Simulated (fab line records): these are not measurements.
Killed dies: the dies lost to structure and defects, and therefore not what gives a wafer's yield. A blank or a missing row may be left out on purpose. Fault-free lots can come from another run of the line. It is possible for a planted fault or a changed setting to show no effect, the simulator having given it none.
Comparing a struck lot with a sound one	flow nand_harc	13 steps out of a route of 1159
Sound: wafers L191.3, L191.4, L191.6. Struck: wafer L201.2 (left out: L201.3, L201.6 of the same lot, which were not struck); the cause appears at the end.
Each step with rows lists, per side, the tool, then ch with its chambers, then its first start. Under that, the readings that differ: sound wafers	struck wafers	difference of the means	sigmas: that difference in standard deviations of wafers without a fault.
alike: words and numbers the same on both sides, and readings whose means are apart by under 2 such deviations; not compared: readings that were withheld, readings missing a value for some wafer, numbers with overlapping values and no deviation given by the record, and bounds like >300 which may hide the same value.
A row with sigmas, a row that says differs or no value, or rows on one side alone: a step with any of these is where the two part. Numbers that have no deviation but don't overlap get no sigmas and don't part them. A reading that every wafer of one side lacks parts them only if that side has two wafers or more.

first, 2 steps without rows for these wafers: NHARC_A_STAIRCASE_SRD_154; NHARC_A_STAIRCASE_ETCH_403 (etches SiO2 in dHF, target depth 108.2 nm).
NHARC_A_STAIRCASE_ETCHBACK_422: etches the open film in CH3F/O2, target depth 40 nm, time 74.286 s.
  sound on rie_diel-01 ch 0,2, day 15 22:19; struck on rie_diel-05 ch 0, day 17 23:55
reading	sound	struck	difference	sigmas
rf_vpp_V (V)	243.4 242.0 243.0	247.7	+4.9	+3
showerhead_plenum_p_Torr (Torr)	2.35 2.32 2.35	2.65	+0.31	+3
  alike: ch3f_flow_sccm, drypump_motor_current_A, oes_product_au, throttle_valve_pct
  not compared: rf_hours_counter_h
then, 1 step without rows for these wafers: NHARC_A_STAIRCASE_ETCH_423 (etches SiO2 in dHF, target depth 30 nm).
NHARC_A_STAIRCASE_ETCHBACK_157: etches the open film in CH3F/O2, target depth 90 nm, time 167.14 s.
  sound on rie_diel-05 ch 0,1,3, day 15 23:14; struck on rie_diel-10 ch 2, day 18 00:17
reading	sound	struck	difference	sigmas
throttle_valve_pct (%)	20.661 20.653 20.662	20.629	-0.030	-3
  alike: ch3f_flow_sccm, drypump_motor_current_A, oes_product_au, rf_vpp_V, showerhead_plenum_p_Torr
  not compared: rf_hours_counter_h
NHARC_A_STAIRCASE_STRIP_475: strips in O2, time 20 s.
  sound: rie_diel-05 ch 0,2; struck: rie_diel-10 ch 0
reading	sound	struck	difference	sigmas
showerhead_plenum_p_Torr (Torr)	3.80 3.54 3.80	3.33	-0.38	-2
  alike: drypump_motor_current_A, oes_product_au, rf_vpp_V, throttle_valve_pct
  not compared: rf_hours_counter_h
NHARC_A_STAIRCASE_DEP_471: deposits SiO2, target thk 100 nm.
  sound on pecvd-03 ch 0,1,2, day 15 23:35; struck on pecvd-01 ch 0, day 18 00:34
reading	sound	struck	difference	sigmas
heater_power_w (W)	601 497 513	763	+226	+3
  alike: flow_sccm, rf_fwd_power_W, throttle_valve_pct
NHARC_A_STAIRCASE_CMP_472: polishes SiO2.
  sound on cmp-02 ch 0,2, day 15 23:50; struck on cmp-02 ch 0, day 18 00:49
  alike: motor_current_A
following that, these wafers have no rows for 1 step: NHARC_A_STAIRCASE_SRD_474.
NHARC_A_STAIRCASE_INSPECT_155:
  sound: defect_inspect-01 at day 16 00:09; struck: defect_inspect-02 at day 18 01:10
  alike: raw_defect_count
NHARC_A_SGD_CUT_DEP_00: deposits SiNx, target thk 50 nm.
  sound on pecvd-04 ch 0,2, day 16 00:14; struck on pecvd-02 ch 1, day 18 01:16
reading	sound	struck	difference	sigmas
heater_power_w (W)	769 848 776	628	-170	-2
rf_fwd_power_W (W)	446.6 448.0 446.3	519.9	+72.9	+52
then, 1 step without rows for these wafers: NHARC_A_SGD_CUT_DEHYDRATE_01 (time 120 s).
-- break in the record here, with 6 days between the starts of the struck wafers on either side (left off in module A_SGD_CUT, picked up again in module END, where the first step shown is number 1159 on the route) --
NHARC_END_SORT_01:
  sound on prober-01 ch 0, day 21 16:25; struck on prober-01 ch 0, day 24 00:44
reading	sound	struck	difference	sigmas
killed_at_periphery	4 0 3	8	+6	+2
  alike: killed_at_array, killed_at_other, killed_dies, killed_open, killed_short

== WHERE THEY PART ==
At NHARC_A_STAIRCASE_ETCHBACK_422 first; at NHARC_END_SORT_01 last (within this record only).

WHY: what had been put in by the simulator
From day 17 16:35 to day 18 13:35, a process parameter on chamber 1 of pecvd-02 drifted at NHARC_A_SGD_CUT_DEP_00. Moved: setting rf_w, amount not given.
